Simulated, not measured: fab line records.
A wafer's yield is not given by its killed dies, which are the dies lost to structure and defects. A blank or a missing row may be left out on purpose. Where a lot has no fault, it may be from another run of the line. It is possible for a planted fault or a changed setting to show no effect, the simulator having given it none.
fab line records + flow n5_finfet
record:
- lots: 6
- wafers: 18
- last_day: 17
route steps=1938 shown PASS1_DEP@1831 MIM_BOT@1832 MIM_TOP@1834 MIM_TOP_LITHO@1839 MIM_TOP_ETCH@1851 PASSIVATION@1936
lots that met no fault: from a run of the same line without faults
start_h: the number of hours between the record's first day and the start of the first shown wafer of the lot + wait_h: hours from the lot's prior step to this one + " identical to the entry in the row above + L1.1+2: a single row standing in for several wafers + - value missing, or start not given + * or withheld: withheld + < > ~ a bound
route shown NAME@n: a module of which the file shows steps, and the number in the route of the first + usual: mean and standard deviation over wafers with no fault + same: alike in all rows + chamber/n: place in a boat + sites: the reading at each site + _std_site: standard deviation of those values + _edge_site: inner sites' mean taken away from outer sites' mean + radius_mm: for every site, how far away it sits from the centre of the wafer + mask NAME#n: copy n + behind: the tool/chamber that last shaped the wafer + hold: why the lot was held/for how many hours/how that ended + device: transistor that didn't switch, given as n, p or np + end of line: the route-end tests of the same wafers + a step given without rows: its recipe and nothing more + killed: not the wafer's yield, but the dies lost to structure and defects at the first sort + map: a wafer's dies, marking killed ones x, the rest . and places with no die _
set.NAME: the setting that was run; set.NAME@STEP: the one run at that earlier step + model.NAME: the simulator's own value behind a step, which no gauge read
certain route steps with their lots: each step a table, each wafer a row
services: from which hour (start_h, from the record's first day; less than 0 if before it) a tool's chamber was out of use, for how many hours, and why
== steps ==
step: N5_PASSIVATION_PECVD_00
recipe:
- material: SiO2
- target_thk_a: 2000
- temp_c: 400
- precursor: SiH4/N2O
- pressure_torr: 2.7
- rf_w: 608
- time_s: 11.2
usual:
- heater_power_w: 731/150
- showerhead_plenum_p_Torr: 8.23/0.12
- throttle_valve_pct: 52/3.8
| lot.wafer | tool     | chamber | start_h | wait_h | heater_power_w | showerhead_plenum_p_Torr | throttle_valve_pct |
|-----------|----------|---------|---------|--------|----------------|--------------------------|--------------------|
| L633.1    | pecvd-04 | 2       | 304.24  | 0.8    | 874            | 8.18                     | 48                 |
| L633.2    | "        | 1       | "       | "      | 627            | 8.55                     | 46                 |
| L633.3    | "        | 0       | "       | "      | 595            | 8.22                     | 61                 |
| L634.1    | pecvd-02 | 2       | 307.17  | 0.8    | 784            | 8.38                     | 50                 |
| L634.2    | "        | 0       | "       | "      | 391            | 8.16                     | 54                 |
| L634.3    | "        | 1       | "       | "      | 812            | 8.13                     | 54                 |
| L635.2    | pecvd-04 | 0       | 314.66  | 0.7    | 591            | 8.21                     | 61                 |
| L635.3    | "        | 1       | "       | "      | 510            | 8.55                     | 46                 |
| L635.6    | "        | 2       | "       | "      | 868            | 8.19                     | 48                 |
| L642.1    | pecvd-02 | 2       | 378.92  | 0.8    | 725            | 8.37                     | 50                 |
| L642.3    | "        | 0       | "       | "      | 371            | 8.16                     | 54                 |
| L642.5    | "        | 2       | "       | "      | 732            | 8.38                     | 50                 |
| L645.1    | pecvd-01 | 0       | 389.61  | 0.8    | 779            | 8.17                     | 50                 |
| L645.5    | "        | 0       | "       | "      | 797            | 8.19                     | 50                 |
| L645.6    | "        | 2       | "       | "      | 862            | 8.12                     | 51                 |
| L646.1    | pecvd-04 | 1       | 396.33  | 0.8    | 504            | 8.54                     | 47                 |
| L646.4    | "        | 2       | "       | "      | 871            | 8.19                     | 48                 |
| L646.5    | "        | 0       | "       | "      | 578            | 8.24                     | 61                 |
step: N5_MIM_BOT_DEGAS_01
recipe:
- ambient: vacuum
- temp_c: 300
- time_s: 60
usual:
- heater_power_w: 505/54
| lot.wafer | tool           | chamber | start_h | wait_h | heater_power_w |
|-----------|----------------|---------|---------|--------|----------------|
| L633.1    | pvd_sputter-03 | -       | 304.68  | 0.4    | 435            |
| L633.2    | "              | -       | "       | "      | 475            |
| L633.3    | "              | -       | "       | "      | 585            |
| L634.1    | pvd_sputter-02 | -       | 307.77  | 0.6    | 485            |
| L634.2    | "              | -       | "       | "      | 566            |
| L634.3    | "              | -       | "       | "      | 498            |
| L635.2    | pvd_sputter-03 | -       | 315.64  | 1.0    | 489            |
| L635.3    | "              | -       | "       | "      | 445            |
| L635.6    | "              | -       | "       | "      | 437            |
| L642.1    | pvd_sputter-02 | -       | 380.25  | 1.3    | 431            |
| L642.3    | "              | -       | "       | "      | 483            |
| L642.5    | "              | -       | "       | "      | 444            |
| L645.1    | pvd_sputter-03 | -       | 391.32  | 1.7    | 488            |
| L645.5    | "              | -       | "       | "      | 434            |
| L645.6    | "              | -       | "       | "      | 540            |
| L646.1    | pvd_sputter-02 | -       | 397.46  | 1.1    | 569            |
| L646.4    | "              | -       | "       | "      | 444            |
| L646.5    | "              | -       | "       | "      | 573            |
step: N5_MIM_BOT_SPUTTER_00
recipe:
- material: TiN
- target_thk_a: 350
- temp_c: 200
- power_w: 3000
- chamber_pressure_pa: 0.49996
- gas: Ar
- reactive_partial_pa: 0.37997
- time_s: 89.7
usual:
- substrate_temp_c: 200.00/0.17
- throttle_valve_pct: 30.7/1.4
| lot.wafer | tool           | chamber | start_h | wait_h | substrate_temp_c | throttle_valve_pct |
|-----------|----------------|---------|---------|--------|------------------|--------------------|
| L633.1    | pvd_sputter-03 | -       | 304.72  | 0.0    | 200.31           | 31.6               |
| L633.2    | "              | -       | "       | "      | 200.09           | 32.8               |
| L633.3    | "              | -       | "       | "      | 199.90           | 29.1               |
| L634.1    | pvd_sputter-02 | -       | 307.81  | 0.0    | 200.08           | 28.7               |
| L634.2    | "              | -       | "       | "      | 199.63           | 30.5               |
| L634.3    | "              | -       | "       | "      | 199.40           | 31.4               |
| L635.2    | pvd_sputter-03 | -       | 315.68  | 0.0    | 200.00           | 32.9               |
| L635.3    | "              | -       | "       | "      | 200.14           | 32.1               |
| L635.6    | "              | -       | "       | "      | 200.08           | 31.6               |
| L642.1    | pvd_sputter-02 | -       | 380.29  | 0.0    | 200.24           | 30.3               |
| L642.3    | "              | -       | "       | "      | 200.02           | 28.7               |
| L642.5    | "              | -       | "       | "      | 200.34           | 30.7               |
| L645.1    | pvd_sputter-03 | -       | 391.36  | 0.0    | 199.95           | 33.2               |
| L645.5    | "              | -       | "       | "      | 199.98           | 32.0               |
| L645.6    | "              | -       | "       | "      | 200.23           | 29.7               |
| L646.1    | pvd_sputter-02 | -       | 397.50  | 0.0    | 200.01           | 30.6               |
| L646.4    | "              | -       | "       | "      | 199.81           | 30.5               |
| L646.5    | "              | -       | "       | "      | 200.06           | 30.1               |
step: N5_MIM_TOP_ALD_00
recipe:
- material: Al2O3
- target_thk_a: *
- temp_c: withheld
- ald_precursor_family: TMA
- ald_co_reactant: O3
- pulse_time_s: withheld
- purge_time_s: 3
- co_reactant_purge_time_s: withheld
- co_reactant_pulse_time_s: 3
- ald_cycles: withheld
step: N5_MIM_TOP_ALD_01
recipe:
- material: HfO2
- target_thk_a: 56
- temp_c: withheld
- ald_precursor_family: Hf-amide
- ald_co_reactant: O3
- pulse_time_s: 1
- purge_time_s: 3
- co_reactant_purge_time_s: 2
- co_reactant_pulse_time_s: 3
- ald_cycles: 62
usual:
- precursor_pulse_height_rel: 1.001/0.019
| lot.wafer | tool      | chamber | start_h | wait_h | precursor_pulse_height_rel |
|-----------|-----------|---------|---------|--------|----------------------------|
| L633.1    | ald_hk-02 | 2       | -       | -      | 1.043                      |
| L633.2    | "         | 1       | "       | "      | 0.963                      |
| L633.3    | "         | 0       | "       | "      | 0.981                      |
| L634.1    | ald_hk-03 | 3       | -       | -      | 0.977                      |
| L634.2    | "         | 1       | "       | "      | 1.016                      |
| L634.3    | "         | 0       | "       | "      | 0.997                      |
| L635.2    | ald_hk-01 | 0       | -       | -      | 0.995                      |
| L635.3    | "         | 3       | "       | "      | 1.032                      |
| L635.6    | "         | 0       | "       | "      | 1.016                      |
| L642.1    | ald_hk-01 | 0       | -       | -      | 0.990                      |
| L642.3    | "         | 1       | "       | "      | 0.997                      |
| L642.5    | "         | 1       | "       | "      | 1.015                      |
| L645.1    | ald_hk-01 | 3       | -       | -      | 0.948                      |
| L645.5    | "         | 2       | "       | "      | 1.008                      |
| L645.6    | "         | 3       | "       | "      | 0.984                      |
| L646.1    | ald_hk-01 | 3       | -       | -      | 1.007                      |
| L646.4    | "         | 1       | "       | "      | 0.992                      |
| L646.5    | "         | 0       | "       | "      | 1.011                      |
step: N5_MIM_TOP_ALD_02
recipe:
- material: Al2O3
- target_thk_a: *
- temp_c: withheld
- ald_precursor_family: TMA
- ald_co_reactant: O3
- pulse_time_s: withheld
- purge_time_s: 3
- co_reactant_purge_time_s: withheld
- co_reactant_pulse_time_s: 3
- ald_cycles: withheld
step: N5_MIM_TOP_DEGAS_04
recipe:
- ambient: vacuum
- temp_c: 300
- time_s: 60
step: N5_MIM_TOP_SPUTTER_03
recipe:
- material: TiN
- target_thk_a: 350
- temp_c: 200
- power_w: 3000
- chamber_pressure_pa: 0.49996
- gas: Ar
- reactive_partial_pa: 0.37997
- time_s: 89.7
usual:
- substrate_temp_c: 199.98/0.17
- throttle_valve_pct: 30.4/1.4
| lot.wafer | tool           | chamber | start_h | wait_h | substrate_temp_c | throttle_valve_pct |
|-----------|----------------|---------|---------|--------|------------------|--------------------|
| L633.1    | pvd_sputter-01 | -       | 305.53  | 0.0    | 199.88           | 31.1               |
| L633.2    | "              | -       | "       | "      | 200.04           | 28.8               |
| L633.3    | "              | -       | "       | "      | 199.88           | 29.2               |
| L634.1    | pvd_sputter-01 | -       | 308.45  | 0.0    | 200.17           | 30.8               |
| L634.2    | "              | -       | "       | "      | 200.05           | 29.0               |
| L634.3    | "              | -       | "       | "      | 200.20           | 29.2               |
| L635.2    | pvd_sputter-02 | -       | 319.34  | 0.0    | 199.99           | 28.3               |
| L635.3    | "              | -       | "       | "      | 199.89           | 31.2               |
| L635.6    | "              | -       | "       | "      | 199.97           | 30.5               |
| L642.1    | pvd_sputter-03 | -       | 380.90  | 0.0    | 199.77           | 31.9               |
| L642.3    | "              | -       | "       | "      | 199.86           | 29.7               |
| L642.5    | "              | -       | "       | "      | 199.84           | 31.8               |
| L645.1    | pvd_sputter-02 | -       | 392.82  | 0.0    | 199.79           | 31.6               |
| L645.5    | "              | -       | "       | "      | 200.07           | 30.3               |
| L645.6    | "              | -       | "       | "      | 199.91           | 31.2               |
| L646.1    | pvd_sputter-02 | -       | 401.02  | 0.0    | 200.14           | 30.2               |
| L646.4    | "              | -       | "       | "      | 199.94           | 31.4               |
| L646.5    | "              | -       | "       | "      | 200.02           | 31.4               |
step: N5_MIM_TOP_LITHO_HMDS_01
recipe:
- time_s: 60
- temp_c: 120
step: N5_MIM_TOP_LITHO_COAT_02
recipe:
- spin_rpm: *
- resist_thk_nm: *
step: N5_MIM_TOP_LITHO_EBR_04
recipe:
- solvent: PGMEA
- ebr_width_mm: 1.5
step: N5_MIM_TOP_LITHO_SOFTBAKE_03
recipe:
- temp_c: 100
- time_s: 90
step: N5_MIM_TOP_LITHO_EXPOSE_05
recipe:
- mask_id: MIM_TOP
- na: 0.55
- source_shape: conventional
- sigma_outer: 0.8
- polarization: unpolarized
- target_cd_nm: 2000
- dose_mj: 20.5
usual:
- exposure_dose_mJ_cm2: 20.479/0.022
| lot.wafer | tool           | chamber | start_h | wait_h | mask      | exposure_dose_mJ_cm2 |
|-----------|----------------|---------|---------|--------|-----------|----------------------|
| L633.1    | krf_scanner-01 | 0       | 305.75  | -      | MIM_TOP#0 | 20.494               |
| L633.2    | "              | 0       | "       | "      | MIM_TOP#0 | 20.471               |
| L633.3    | "              | 0       | "       | "      | MIM_TOP#0 | 20.476               |
| L634.1    | krf_scanner-02 | 0       | 308.79  | -      | MIM_TOP#0 | 20.488               |
| L634.2    | "              | 0       | "       | "      | MIM_TOP#0 | 20.476               |
| L634.3    | "              | 0       | "       | "      | MIM_TOP#0 | 20.483               |
| L635.2    | krf_scanner-02 | 0       | 319.56  | -      | MIM_TOP#0 | 20.426               |
| L635.3    | "              | 0       | "       | "      | MIM_TOP#0 | 20.476               |
| L635.6    | "              | 0       | "       | "      | MIM_TOP#0 | 20.473               |
| L642.1    | krf_scanner-01 | 0       | 381.11  | -      | MIM_TOP#0 | 18.533               |
| L642.3    | "              | 0       | "       | "      | MIM_TOP#0 | 18.530               |
| L642.5    | "              | 0       | "       | "      | MIM_TOP#0 | 18.529               |
| L645.1    | krf_scanner-02 | 0       | 393.16  | -      | MIM_TOP#0 | 20.457               |
| L645.5    | "              | 0       | "       | "      | MIM_TOP#0 | 20.441               |
| L645.6    | "              | 0       | "       | "      | MIM_TOP#0 | 20.487               |
| L646.1    | krf_scanner-01 | 0       | 401.36  | -      | MIM_TOP#0 | 18.908               |
| L646.4    | "              | 0       | "       | "      | MIM_TOP#0 | 18.865               |
| L646.5    | "              | 0       | "       | "      | MIM_TOP#0 | 18.871               |
step: N5_MIM_TOP_LITHO_PEB_06
recipe:
- peb_temp_c: withheld
- peb_time_s: *
step: N5_MIM_TOP_LITHO_DEVELOP_07
recipe:
- develop_time_s: 60
- rinse_liquid: diw
- dry: air_spin
- dev_temp_c: 21
step: N5_MIM_TOP_LITHO_HARDBAKE_09
recipe:
- temp_c: 130
- time_s: 120
step: N5_MIM_TOP_LITHO_CD_MEAS_08
recipe:
- target_cd_nm: 2000
- landing_energy_ev: 500
- detector: se_inlens
usual:
- cd_nm: 1998.4/2.1
| lot.wafer | tool      | chamber | start_h | wait_h | cd_nm  |
|-----------|-----------|---------|---------|--------|--------|
| L633.1    | cd_sem-01 | 0       | 305.92  | -      | 1996.4 |
| L633.2    | "         | 0       | "       | "      | 1997.6 |
| L633.3    | "         | 0       | "       | "      | 1997.4 |
| L634.1    | cd_sem-03 | 0       | 308.97  | -      | 1997.9 |
| L634.2    | "         | 0       | "       | "      | 1999.4 |
| L634.3    | "         | 0       | "       | "      | 1998.2 |
| L635.2    | cd_sem-01 | 0       | 319.74  | -      | 1996.1 |
| L635.3    | "         | 0       | "       | "      | 1993.4 |
| L635.6    | "         | 0       | "       | "      | 1995.7 |
| L642.1    | cd_sem-01 | 0       | 381.29  | -      | 2017.7 |
| L642.3    | "         | 0       | "       | "      | 2016.0 |
| L642.5    | "         | 0       | "       | "      | 2016.6 |
| L645.1    | cd_sem-03 | 0       | 393.33  | -      | 1998.3 |
| L645.5    | "         | 0       | "       | "      | 2002.2 |
| L645.6    | "         | 0       | "       | "      | 1996.8 |
| L646.1    | cd_sem-03 | 0       | 401.54  | -      | 2011.8 |
| L646.4    | "         | 0       | "       | "      | 2007.3 |
| L646.5    | "         | 0       | "       | "      | 2014.8 |
step: N5_MIM_TOP_LITHO_OVL_MEAS_11
recipe:
- points_per_wafer: 44
usual:
- MIM_TOP_OVL: -5/6.4
| lot.wafer | tool       | chamber | start_h | wait_h | MIM_TOP_OVL[nm] |
|-----------|------------|---------|---------|--------|-----------------|
| L633.1    | overlay-01 | 0       | 305.95  | 0.0    | -2              |
| L633.2    | "          | 0       | "       | "      | 3               |
| L633.3    | "          | 0       | "       | "      | -6              |
| L634.1    | overlay-02 | 0       | 309.00  | 0.0    | 7               |
| L634.2    | "          | 0       | "       | "      | -3              |
| L634.3    | "          | 0       | "       | "      | -3              |
| L635.2    | overlay-01 | 0       | 319.77  | 0.0    | -4              |
| L635.3    | "          | 0       | "       | "      | 0               |
| L635.6    | "          | 0       | "       | "      | -3              |
| L642.1    | overlay-01 | 0       | 381.32  | 0.0    | -6              |
| L642.3    | "          | 0       | "       | "      | -6              |
| L642.5    | "          | 0       | "       | "      | -5              |
| L645.1    | overlay-02 | 0       | 393.36  | 0.0    | 7               |
| L645.5    | "          | 0       | "       | "      | -7              |
| L645.6    | "          | 0       | "       | "      | -1              |
| L646.1    | overlay-01 | 0       | 401.57  | 0.0    | -6              |
| L646.4    | "          | 0       | "       | "      | -9              |
| L646.5    | "          | 0       | "       | "      | -4              |
step: N5_MIM_TOP_LITHO_INSPECT_12
recipe:
- mode: adi
- inspect_instrument: macro
usual:
- raw_defect_count: 2.0/1.4
| lot.wafer | tool              | chamber | start_h | wait_h | raw_defect_count |
|-----------|-------------------|---------|---------|--------|------------------|
| L633.1    | defect_inspect-01 | -       | 305.98  | 0.0    | 2                |
| L633.2    | "                 | -       | "       | "      | 2                |
| L633.3    | "                 | -       | "       | "      | 2                |
| L634.1    | defect_inspect-02 | -       | 309.02  | 0.0    | 3                |
| L634.2    | "                 | -       | "       | "      | 0                |
| L634.3    | "                 | -       | "       | "      | 3                |
| L635.2    | defect_inspect-01 | -       | 319.79  | 0.0    | 2                |
| L635.3    | "                 | -       | "       | "      | 1                |
| L635.6    | "                 | -       | "       | "      | 0                |
| L642.1    | defect_inspect-01 | -       | 381.34  | 0.0    | 3                |
| L642.3    | "                 | -       | "       | "      | 2                |
| L642.5    | "                 | -       | "       | "      | 0                |
| L645.1    | defect_inspect-01 | -       | 393.39  | 0.0    | 3                |
| L645.5    | "                 | -       | "       | "      | 2                |
| L645.6    | "                 | -       | "       | "      | 1                |
| L646.1    | defect_inspect-01 | -       | 401.59  | 0.0    | 2                |
| L646.4    | "                 | -       | "       | "      | 0                |
| L646.5    | "                 | -       | "       | "      | 1                |
step: N5_MIM_TOP_LITHO_DESCUM_10
recipe:
- chemistry: O2
- time_s: 7.9
- source_power_w: 50
- bias_power_w: 20
- pressure_mtorr: 20
- rf_frequency_hz: 2.712e+07
- temp_c: 40
- o2_flow_sccm: 225
usual:
- drypump_motor_current_A: 5.7/0.47
- oes_product_au: 0.81/0.079
- rf_vpp_V: 243.2/1.7
- showerhead_plenum_p_Torr: 2.11/0.1
- throttle_valve_pct: 20.42/0.18
| lot.wafer | tool        | chamber | start_h | wait_h | drypump_motor_current_A | oes_product_au | rf_hours_counter_h | rf_vpp_V | showerhead_plenum_p_Torr | throttle_valve_pct | model.MIM_TOP_LITHO.cd_nm |
|-----------|-------------|---------|---------|--------|-------------------------|----------------|--------------------|----------|--------------------------|--------------------|---------------------------|
| L633.1    | rie_diel-05 | 2       | 306.02  | 0.0    | 6.3                     | 0.71           | 226                | 242.5    | 1.98                     | 20.26              | 1996                      |
| L633.2    | "           | 3       | "       | "      | 5.9                     | 0.77           | 146                | 244.6    | 2.19                     | 20.39              | 1997                      |
| L633.3    | "           | 1       | "       | "      | 6.5                     | 0.88           | 37                 | 246.1    | 2.23                     | 20.58              | 1997                      |
| L634.1    | rie_diel-05 | 3       | 309.06  | 0.0    | 5.9                     | 0.78           | 147                | 244.9    | 2.19                     | 20.41              | 1998                      |
| L634.2    | "           | 2       | "       | "      | 6.3                     | 0.71           | 227                | 240.4    | 1.98                     | 20.26              | 1999                      |
| L634.3    | "           | 0       | "       | "      | 5.8                     | 0.86           | 57                 | 243.3    | 2.06                     | 20.44              | 1998                      |
| L635.2    | rie_diel-05 | 0       | 320.00  | 0.2    | 5.8                     | 0.85           | 60                 | 242.7    | 2.06                     | 20.45              | 1997                      |
| L635.3    | "           | 1       | "       | "      | 6.5                     | 0.88           | 40                 | 245.1    | 2.23                     | 20.58              | 1993                      |
| L635.6    | "           | 2       | "       | "      | 6.3                     | 0.70           | -                  | 239.5    | 1.98                     | 20.28              | 1995                      |
| L642.1    | rie_diel-03 | 1       | 381.95  | 0.6    | 6.0                     | 0.71           | 204                | 241.5    | 1.99                     | 20.87              | 2017                      |
| L642.3    | "           | 0       | "       | "      | 5.5                     | 0.79           | 115                | 243.5    | 2.23                     | 20.52              | 2016                      |
| L642.5    | "           | 0       | "       | "      | 5.5                     | 0.80           | -                  | 245.0    | 2.24                     | 20.53              | 2017                      |
| L645.1    | rie_diel-05 | 0       | 393.42  | 0.0    | 5.8                     | 0.83           | 81                 | 242.3    | 2.05                     | 20.49              | 1999                      |
| L645.5    | "           | 1       | "       | "      | 6.5                     | 0.85           | -                  | 246.2    | 2.23                     | 20.62              | 2002                      |
| L645.6    | "           | 2       | "       | "      | 6.3                     | 0.70           | -                  | 240.9    | 1.97                     | 20.29              | 1997                      |
| L646.1    | rie_diel-04 | 1       | 401.73  | 0.1    | 4.9                     | 0.91           | 19                 | 245.3    | 2.23                     | 20.48              | 2012                      |
| L646.4    | "           | 0       | "       | "      | 5.5                     | 0.84           | 92                 | 243.3    | 2.13                     | 20.30              | 2007                      |
| L646.5    | "           | 3       | "       | "      | 5.3                     | 0.83           | -                  | 244.1    | 2.20                     | 20.32              | 2015                      |
step: N5_MIM_TOP_ETCH_ETCH_00
recipe:
- chemistry: Cl2/BCl3
- target: TiN
- target_depth_a: 385
- ion_energy_ev: 150
- pressure_mtorr: 10
- icp_w: 1000
- bias_w: 126
- Cl2_flow_sccm: 53.25
- bcl3_flow_sccm: 21.75
- Ar_flow_sccm: 25
step: N5_PASSIVATION_PROBE_49
usual:
- defect_limited_yield: 91.7/1.4
- killed_at_M0_to_M3: 32/9.7
- killed_at_M4_up: 14/5.5
- killed_at_contacts: 13/6.1
- killed_at_front_end: 35/10
- killed_at_other: 4.2/2.9
- killed_dies: 98/17
- killed_open: 63/12
- killed_short: 32/7.7
- sort_bin_5_function: 4.8/0.9
- sort_bin_6_memory: 3.1/0.63
- sort_bin_8_speed: 1/3.3
- sort_n_pass: 1073/41
- sort_yield_pct: 91/3.5
same:
- gross_dies: 1180
- killed_at_back_side: 0
- sort_bin_4_leakage[%]: 0
| lot.wafer | tool      | chamber | start_h | wait_h | defect_limited_yield[%] | killed_at_M0_to_M3 | killed_at_M4_up | killed_at_contacts | killed_at_front_end | killed_at_other | killed_dies | killed_open | killed_short | sort_bin_5_function[%] | sort_bin_6_memory[%] | sort_bin_8_speed[%] | sort_n_pass | sort_yield_pct[%] |
|-----------|-----------|---------|---------|--------|-------------------------|--------------------|-----------------|--------------------|---------------------|-----------------|-------------|-------------|--------------|------------------------|----------------------|---------------------|-------------|-------------------|
| L635.3    | prober-02 | -       | 331.96  | 0.1    | 90.3                    | 56                 | 14              | 9                  | 33                  | 2               | 114         | 85          | 28           | 5.8                    | 3.7                  | 0                   | 1066        | 90                |
| L635.6    | prober-02 | -       | 332.11  | 0.3    | 92.6                    | 32                 | 8               | 17                 | 24                  | 6               | 87          | 61          | 24           | 4.6                    | 2.6                  | 0                   | 1093        | 93                |
killed by level:class
L635.3 BEOL_M1:geometric_particle:open=11 BEOL_M2:geometric_particle:open=11 STI_FIN_REVEAL:geometric_particle:open=10 BEOL_M0_SAQP:geometric_particle:open=10 BEOL_M0_SAQP:geometric_particle:short=9 BEOL_M3:geometric_particle:open=9 MOL_CONTACT_COAG:geometric_particle:open=7 FIN_SAQP:geometric_particle:open=6
L635.6 MOL_CONTACT_COAG:geometric_particle:open=14 BEOL_M2:geometric_particle:open=13 BEOL_M3:geometric_particle:open=8 STI_FIN_REVEAL:geometric_particle:open=5 FIN_SAQP:geometric_particle:open=4 BEOL_M0_SAQP:geometric_particle:short=4 STARTING-WAFER:geometric_particle:short=4 MOL_CONTACT_COAG:geometric_particle:short=3
== services ==
| tool           | chamber | start_h | hours | kind                          |
|----------------|---------|---------|-------|-------------------------------|
| pecvd-04       | -       | 280.33  | 0.9   | repair                        |
| pecvd-02       | -       | 285.58  | 0.6   | repair                        |
| krf_scanner-01 | -       | 286.57  | 1.0   | pm                            |
| rie_diel-05    | 2       | 293.13  | 6.3   | repair                        |
| rie_diel-04    | 0       | 302.16  | 21.8  | repair                        |
| krf_scanner-02 | -       | 311.48  | 1.3   | pm                            |
| krf_scanner-01 | -       | 315.09  | 1.3   | pm                            |
| rie_diel-04    | -       | 322.52  | 0.7   | repair                        |
| krf_scanner-01 | -       | 340.84  | 7.2   | pm                            |
| ald_hk-01      | -       | 347.95  | 14.6  | pm                            |
| ald_hk-02      | -       | 359.55  | 8.7   | pm                            |
| krf_scanner-02 | -       | 364.95  | 0.3   | repair                        |
| ald_hk-03      | -       | 366.73  | 14.6  | pm                            |
| rie_diel-03    | 1       | 367.32  | 6.9   | repair                        |
| rie_diel-03    | 3       | 370.16  | 1.6   | repair                        |
| pvd_sputter-01 | -       | 371.96  | 1.0   | repair                        |
| rie_diel-03    | -       | 374.74  | 2.8   | pm                            |
| rie_diel-05    | -       | 375.48  | 14.6  | pm                            |
| krf_scanner-02 | -       | 380.41  | 0.8   | pm                            |
| rie_diel-05    | 3       | 395.01  | 2.4   | repair                        |
| rie_diel-05    | 2       | 397.46  | -     | clean                         |
| rie_diel-05    | 2       | 397.46  | -     | consumable_replace:esc        |
| rie_diel-05    | 2       | 397.46  | -     | consumable_replace:focus_ring |
| krf_scanner-01 | -       | 401.69  | 4.0   | pm                            |
== key ==
first_sign:
- step: N5_MIM_TOP_LITHO_EXPOSE_05
- reading: exposure_dose_mJ_cm2
- direction: down
- sigmas: 82
- usual: 20.479
- struck: 18.706
effect:
- step: N5_MIM_TOP_LITHO_CD_MEAS_08
- reading: cd_nm
- direction: up
- sigmas: 7.4
- usual: 1998.4
- struck: 2014.0
- through: control_loop
model_effect:
- step: N5_MIM_TOP_LITHO_DESCUM_10
- value: MIM_TOP_LITHO.cd_nm
- without: 1998
- struck: 2014
met_at N5_MIM_TOP_LITHO_EXPOSE_05
struck_wafers L642.1,L642.3,L642.5,L646.1,L646.4,L646.5
loop_trim:
- step: N5_MIM_TOP_LITHO_EXPOSE_05
- setting: dose
- lots: L646
onset_between 305.75 381.11
fault:
- kind: process_parameter_drift
- tool: krf_scanner-01
- chamber: -
- onset_h: 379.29
- steps: N5_MIM_TOP_LITHO_EXPOSE_05
- channel: dose_mj
- offset: -1.955
- shape: step
- acts_in: these_recipes_only
- stated: 20.5
loop_trim: a control loop set the setting to another value than it would have without faults
